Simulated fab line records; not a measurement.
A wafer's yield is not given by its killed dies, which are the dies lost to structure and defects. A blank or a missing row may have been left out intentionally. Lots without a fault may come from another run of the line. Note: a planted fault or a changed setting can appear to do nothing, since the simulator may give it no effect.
A struck lot beside a sound one || flow nand-harc || 14 steps out of a route of 1159
Sound: wafers L659.1, L659.3, L659.5. Struck: wafer L673.2. (L673.3, L673.4 of the same lot were not struck and are left out.) The cause comes at the end.
Order at every step that has rows: each side's tool, ch and its chambers, its first start. Under that, the readings that differ: sound wafers || struck wafers || difference of the means || sigmas: that difference in standard deviations of wafers without a fault.
alike: a reading whose means differ by less than 2 such deviations, as well as words and numbers matching on both sides. not compared: withheld readings; readings where some wafer has no value; bounds like >300 that might hide an equal value; numbers whose values overlap and for which the record gives no deviation.
The two part at a step that has a row with sigmas, a row that says differs or no value, or rows on one side only. Numbers that have no deviation but don't overlap get no sigmas and don't part them. Lack of a reading on every wafer of one side parts them only where that side has two or more wafers.

first, 5 steps without rows for these wafers: NHARC_A_STAIRCASE_EBR_180; NHARC_A_STAIRCASE_EXPOSE_181 (exposes mask STAIR 2); NHARC_A_STAIRCASE_PEB_182 (peb time 130 s); NHARC_A_STAIRCASE_DEVELOP_183 (time 140 s); NHARC_A_STAIRCASE_HARDBAKE_185 (time 140 s).
NHARC_A_STAIRCASE_DESCUM_186: chemistry O2, time 3 s.
  sound on rie-diel-08 ch 0,1,2, day 11 18:11; struck on rie-diel-13 ch 0, day 14 11:02
  alike: drypump-motor-current-A, oes-product-au, rf-vpp-V, showerhead-plenum-p-Torr, throttle-valve-pct
  not compared: rf-hours-counter-h
then, 1 step without rows for these wafers: NHARC_A_STAIRCASE_TRIM_187 (chemistry O2, time 211.2 s).
NHARC_A_STAIRCASE_ETCH_188: etches the open film in C4F8/O2, target depth 100 nm, time 40.5 s.
  sound: rie-diel-08 ch 1,2; struck: rie-diel-13 ch 2
  alike: oes-product-au, rf-vpp-V, run-length-s
  not compared: rf-hours-counter-h
NHARC_A_STAIRCASE_TRIM_189: chemistry O2, time 211.2 s.
  sound: rie-diel-08 ch 0,3; struck: rie-diel-13 ch 3
  alike: drypump-motor-current-A, oes-product-au, rf-vpp-V, showerhead-plenum-p-Torr, throttle-valve-pct
  not compared: rf-hours-counter-h
then, 1 step without rows for these wafers: NHARC_A_STAIRCASE_ETCH_190 (etches the open film in C4F8/O2, target depth 100 nm, time 40.5 s).
NHARC_A_STAIRCASE_TRIM_191: chemistry O2, time 211.2 s.
  sound: rie-diel-08 ch 0,2; struck: rie-diel-13 ch 3
{"reading": "oes-product-au (a.u.)", "sound": "0.984 1.000 0.988", "struck": 1.009, "difference": "+0.018", "sigmas": "+2"}
  alike: drypump-motor-current-A, rf-vpp-V, showerhead-plenum-p-Torr, throttle-valve-pct
  not compared: rf-hours-counter-h
NHARC_A_STAIRCASE_ETCH_192: etches the open film in C4F8/O2, target depth 100 nm, time 40.5 s.
  sound on rie-diel-08 ch 0,1,2, day 11 19:14; struck on rie-diel-13 ch 2, day 14 11:44
{"reading": "run-length-s (s)", "sound": "62.4 62.1 61.3", "struck": 43.4, "difference": -18.5, "sigmas": -45}
  alike: oes-product-au, rf-vpp-V
  not compared: rf-hours-counter-h
NHARC_A_STAIRCASE_TRIM_193: chemistry O2, time 211.2 s.
  sound: rie-diel-08 ch 0,1,2; struck: rie-diel-13 ch 3
  alike: drypump-motor-current-A, oes-product-au, rf-vpp-V, showerhead-plenum-p-Torr, throttle-valve-pct
  not compared: rf-hours-counter-h
-- break in the record here, with 9 days between the starts of the struck wafers on either side (left off in module A_STAIRCASE, picked up again in module END, where the first step shown is number 1159 on the route) --
NHARC_END_SORT_01:
  here the record holds rows for the struck wafers (prober-01 ch 0, day 23 10:02) but none for the sound ones

WHERE THEY PART
First at NHARC_A_STAIRCASE_TRIM_191; last, within this record, at NHARC_END_SORT_01.

WHY: what had been put in by the simulator
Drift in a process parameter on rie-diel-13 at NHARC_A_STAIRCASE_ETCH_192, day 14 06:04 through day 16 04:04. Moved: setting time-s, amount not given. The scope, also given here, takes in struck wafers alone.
